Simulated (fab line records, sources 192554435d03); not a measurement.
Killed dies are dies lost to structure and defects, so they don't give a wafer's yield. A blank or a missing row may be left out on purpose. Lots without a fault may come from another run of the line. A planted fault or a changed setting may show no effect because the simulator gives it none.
A struck lot beside a sound one | flow n5_finfet | 16 steps out of a route of 1938
Sound: wafers L535.2, L535.3, L535.6. Struck: wafer L541.2. (L541.3 of the same lot was not struck and is left out.) The cause comes at the end.
At each step with rows: each side's tool, then ch and its chambers, then its first start. Under that, the readings that differ: sound wafers | struck wafers | difference of the means | sigmas: that difference in standard deviations of wafers without a fault.
alike: readings whose means differ by less than 2 such deviations, and words and numbers that are the same on both sides. not compared: withheld readings, readings that some wafer has no value for, bounds like >300 that may hide the same value, and numbers for which the record gives no deviation and whose values overlap.
The two part at a step that has a row with sigmas, a row that says differs or no value, or rows on one side only. Numbers that don't overlap but have no deviation are shown without sigmas and don't part them. A reading that every wafer of one side lacks parts them only if that side has two wafers or more.

first, 2 steps without rows for these wafers: N5_BEOL_M3_PEB_09 (peb time 60 s); N5_BEOL_M3_DEVELOP_10 (develop time 30 s).
N5_BEOL_M3_CD_MEAS_11: target cd 17.05 nm.
  sound on cd_sem-02 ch 0, day 8 07:05; struck on cd_sem-03 ch 0, day 10 00:41
  alike: cd_nm
N5_BEOL_M3_OVL_MEAS_12:
  sound on overlay-02 ch 0, day 8 07:07; struck on overlay-01 ch 0, day 10 00:43
  alike: M3_OVL
N5_BEOL_M3_INSPECT_13: inspects for defects (brightfield).
  sound on defect_inspect-01, day 8 07:10; struck on defect_inspect-01, day 10 00:46
  reading          | sound       | struck | difference | sigmas
  raw_defect_count | 584 575 536 | 350    | -215       | -2
then, 1 step without rows for these wafers: N5_BEOL_M3_DESCUM_16 (chemistry O2, time 7 s).
N5_BEOL_M3_ETCH_74: etches underlayer in N2/H2, target depth 6.5 nm, time 5.2 s.
  sound on rie_diel-05 ch 0,1,3, day 8 07:32; struck on rie_diel-05 ch 0, day 10 00:50
  alike: drypump_motor_current_A, etch_rf_on_time_s, oes_product_au, rf_vpp_V, showerhead_plenum_p_Torr, throttle_valve_pct
  not compared: rf_hours_counter_h
N5_BEOL_M3_ETCH_63: etches SiARC in CF4, target depth 15.6 nm, time 26 s.
  sound on rie_diel-05 ch 0,1,3, day 8 07:33; struck on rie_diel-05 ch 0, day 10 00:51
  alike: drypump_motor_current_A, etch_rf_on_time_s, oes_product_au, rf_vpp_V, showerhead_plenum_p_Torr, throttle_valve_pct
  not compared: rf_hours_counter_h
N5_BEOL_M3_ETCH_64: etches SOC in N2/H2, target depth 75 nm, overetch 15 nm, time 112.5 s.
  sound on rie_diel-05 ch 0,1,3, day 8 07:35; struck on rie_diel-05 ch 0, day 10 00:53
  alike: drypump_motor_current_A, oes_product_au, rf_vpp_V, showerhead_plenum_p_Torr, throttle_valve_pct
  not compared: rf_hours_counter_h
then, 2 steps without rows for these wafers: N5_BEOL_M3_STRIP_65 (strips in N2/H2); N5_BEOL_M3_STRIP_75 (strips in N2/H2).
N5_BEOL_M3_STRIP_66: strips in CF4.
  sound on rie_diel-05 ch 0,1,3, day 8 07:43; struck on rie_diel-05 ch 0, day 10 01:01
  reading     | sound             | struck | difference | sigmas
  power_w (W) | 299.0 300.9 299.1 | 302.2  | +2.5       | +3
  alike: drypump_motor_current_A, oes_product_au, rf_vpp_V, showerhead_plenum_p_Torr, throttle_valve_pct
  not compared: rf_hours_counter_h
N5_BEOL_M3_HM_OPEN_17: chemistry Cl2/BCl3, target TiN, target depth 20 nm, overetch 6 nm.
  sound on rie_metal-01 ch 1, day 8 07:45; struck on rie_metal-01 ch 1, day 10 01:03
  reading                                  | sound          | struck | difference | sigmas
  model.SOC_of_BEOL_M3_COAT_61.thk_nm (nm) | 52.4 52.4 52.6 | 53.6   | +1.1       |
  alike: drypump_motor_current_A, oes_ar_750_au, oes_product_au, throttle_valve_pct
  not compared: rf_hours_counter_h
N5_BEOL_M3_STRIP_19: strips in O2.
  sound on rie_diel-01 ch 0,1,3, day 8 07:52; struck on rie_diel-01 ch 0, day 10 01:10
  alike: drypump_motor_current_A, oes_product_au, rf_vpp_V, showerhead_plenum_p_Torr, throttle_valve_pct
  not compared: rf_hours_counter_h
N5_BEOL_M4_RC_MEAS_101:
  sound on prober-02 ch 0, day 9 03:31; struck on prober-02 ch 0, day 10 20:37
  reading   | sound       | struck | difference | sigmas
  VT_N (mV) | 250 253 251 | 243    | -8         | -2
  alike: DIBL_N, DIBL_P, IOFF_N, IOFF_P, ION_N, ION_P, SS_N, SS_P, VT_P
-- the record jumps here: 5 days lie between the struck wafers' starts before and after (it left off in module BEOL_M4 and takes up again in module PASSIVATION, whose first step shown is number 1936 of the route) --
N5_PASSIVATION_PROBE_49:
  sound on prober-02, day 13 17:59; struck on prober-02, day 15 14:28
  reading       | sound  | struck | difference | sigmas
  killed_on_rim | 14 4 6 | 18     | +10        | +2
  alike: defect_limited_yield, killed_at_M0_to_M3, killed_at_M4_up, killed_at_contacts, killed_at_front_end, killed_at_other, killed_dies, killed_open, killed_short, sort_bin_4_leakage, sort_bin_5_function, sort_bin_6_memory, sort_bin_8_speed, sort_n_pass, sort_yield_pct

WHERE THEY PART
First at N5_BEOL_M3_INSPECT_13; last, within this record, at N5_PASSIVATION_PROBE_49.

WHY: what the simulator had put in
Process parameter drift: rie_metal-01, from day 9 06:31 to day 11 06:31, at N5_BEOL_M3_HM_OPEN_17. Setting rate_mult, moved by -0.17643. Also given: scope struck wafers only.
